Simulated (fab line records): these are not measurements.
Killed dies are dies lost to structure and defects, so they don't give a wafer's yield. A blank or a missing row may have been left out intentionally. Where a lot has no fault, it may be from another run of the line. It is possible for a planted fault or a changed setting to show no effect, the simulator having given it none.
One fault through the eyes of 2 desks	flow nand_harc	numbers are kept per desk, each desk with only its own; the story behind them comes last

== AT THE TOOL OWNER'S DESK: rie_diel-02 ==
The tool's own readings at NHARC_P_M2_ETCH_35 (etches the open film in N2/H2, target depth 40 nm, overetch 12 nm, time 43.94 s): means of the sampled wafers that have a number, for each lot that ran on this tool. Marked OUT: a lot whose mean sits more than 4 standard deviations from the usual mean, which makes it out of limits; the brackets give that distance.
Columns: A = drypump_motor_current_A at NHARC_P_M2_ETCH_35, usual 6.0 A; B = oes_product_au at NHARC_P_M2_ETCH_35, usual 1.001 a.u.; C = rf_vpp_V at NHARC_P_M2_ETCH_35, usual 430.6 V; D = run_length_s at NHARC_P_M2_ETCH_35, usual 64.9 s; E = showerhead_plenum_p_Torr at NHARC_P_M2_ETCH_35, usual 2.04 Torr; F = throttle_valve_pct at NHARC_P_M2_ETCH_35, usual 14.171 %
lot	first seen here	A	B	C	D	E	F
L627	day 6 09:56	6.2	1.008	430.9	65.0	2.08	14.177
L629	day 6 23:06	6.2	1.000	429.8	64.9	2.03	14.162
L632	day 8 05:11	6.1	0.999	431.1	64.6	2.07	14.171
L634	day 8 06:11	6.3	1.014	430.0	60.4 (-11) OUT	2.04	14.167
L636	day 8 23:37	6.2	1.007	432.1	60.2 (-11) OUT	2.08	14.168
L646	day 11 07:35	6.3	1.003	429.8	65.0	2.04	14.165
L648	day 11 14:01	6.1	1.003	431.5	64.9	2.07	14.172
This desk's finding: out of limits on L634, L636; first on L634, day 8 06:11 (run_length_s at NHARC_P_M2_ETCH_35). L627, L629, L632, L646, L648: within limits.

== THE DEFECT DESK ==
For each lot, the counts of the inspections along the route, averaged over the sampled wafers that have a number. Marked OUT: a lot whose mean sits more than 4 standard deviations from the usual mean, which makes it out of limits; the brackets give that distance.
Columns: A = raw_defect_count at NHARC_P_M2_INSPECT_11, usual 4.0
lot	first seen here	A
L626	day 5 23:24	4.0
L627	day 6 09:47	6.3
L629	day 6 22:56	2.7
L632	day 8 05:02	3.0
L634	day 8 06:03	3.7
L636	day 8 23:28	1.7
L641	day 9 20:47	3.7
L640	day 9 20:58	3.3
L644	day 11 03:16	7.3
L646	day 11 07:26	4.7
L648	day 11 13:52	6.3
L649	day 11 14:48	4.0
This desk's finding: nothing out of limits on any of the 12 lots.

== ALL TOGETHER ==
The tool owner's desk had the chance to raise an alarm at day 8 06:11 on L634, L636.
The defect desk saw nothing out of limits.
The defect desk has L634, L636 on record, within its limits.
Every lot named ran NHARC_P_M2_ETCH_35 on rie_diel-02.

== WHAT THE SIMULATOR PUT IN ==
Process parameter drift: rie_diel-02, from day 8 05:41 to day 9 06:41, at NHARC_P_M2_ETCH_35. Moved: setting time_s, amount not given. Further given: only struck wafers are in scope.
Shown lots that were struck: L634, L636.
Each desk's first reading out of limits, in hours after the fault started: the tool owner's desk, 0.
